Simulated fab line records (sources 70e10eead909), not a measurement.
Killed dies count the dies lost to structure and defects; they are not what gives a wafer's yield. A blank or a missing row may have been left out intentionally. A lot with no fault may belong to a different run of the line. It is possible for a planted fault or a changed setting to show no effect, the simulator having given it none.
Which of the tools did it? / flow nand-harc / 7 lots with 20 wafers sampled at 2 steps, on a route of 1302 steps

## WHAT THE GAUGES SHOWED, per wafer
NHARC_A_ONON_D2_THK_MEAS_14: measures by ellipsometry.
lot=L579; measured=day 13 05:08; on=film-metro-02; thk-nm (nm)=1009 1010 1009
lot=L581; measured=day 14 09:28; on=film-metro-02; thk-nm (nm)=1005 1003 1005
lot=L583; measured=day 15 04:54; on=film-metro-01; thk-nm (nm)=995 996 996
lot=L585; measured=day 16 11:51; on=film-metro-01; thk-nm (nm)=998 997 999
lot=L587; measured=day 17 01:58; on=film-metro-01; thk-nm (nm)=995 995 996
lot=L593; measured=day 19 06:13; on=film-metro-02; thk-nm (nm)=1010 1573
lot=L600; measured=day 21 23:18; on=film-metro-02; thk-nm (nm)=983 982 980

## WHICH TOOL RAN EACH LOT (tool, then ch and the chambers of the sampled wafers, then the start)
lot=L579; NHARC_A_ONON_D2_DEP_12=pecvd-onon-04 ch 0, day 13 04:44
lot=L581; NHARC_A_ONON_D2_DEP_12=pecvd-onon-02 ch 0, day 14 09:08
lot=L583; NHARC_A_ONON_D2_DEP_12=pecvd-onon-04 ch 0, day 15 04:31
lot=L585; NHARC_A_ONON_D2_DEP_12=pecvd-onon-04 ch 0, day 16 11:20
lot=L587; NHARC_A_ONON_D2_DEP_12=pecvd-onon-02 ch 0, day 17 01:31
lot=L593; NHARC_A_ONON_D2_DEP_12=pecvd-onon-04 ch 0, day 19 05:43
lot=L600; NHARC_A_ONON_D2_DEP_12=pecvd-onon-01 ch 0, day 21 22:58
- NHARC_A_ONON_D2_DEP_12: target thk 1000 nm.

## THE ANSWER, worked out from the rows above alone
Rule: the usual values come from the lots themselves. Put in order of their means at a reading, lots are off if they are a third of the lots or fewer, leave a main group of 4 or more, and stand apart from it by a gap of 3 or more times the standard deviation of the main group's means; of several such gaps the widest counts. Not used: any main group whose means are identical at the precision the tables above print for the reading. A lot without any number at a reading at which 4 lots or more have one is off too. Where the step has rows for the other lots, those lots are counted as sound.
Off at NHARC_A_ONON_D2_THK_MEAS_14 (thk-nm): L593. Main group: mean 997 nm, sd 8.6.
A tool fits if, at a process step before that reading, it ran every lot that is off, and no sound lot after the first of them. Those tools and the gauges at NHARC_A_ONON_D2_THK_MEAS_14 are tried in the same way. One candidate fits, namely pecvd-onon-04 at NHARC_A_ONON_D2_DEP_12. A fault onset in the window from L585 (day 16 11:20, its last sound lot) to L593 (day 19 05:43, its first lot off) fits.

## WHAT HAD BEEN PUT IN BY THE SIMULATOR
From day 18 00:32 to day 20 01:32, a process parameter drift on pecvd-onon-04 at NHARC_A_ONON_D2_DEP_12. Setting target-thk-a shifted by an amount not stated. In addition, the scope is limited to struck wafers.
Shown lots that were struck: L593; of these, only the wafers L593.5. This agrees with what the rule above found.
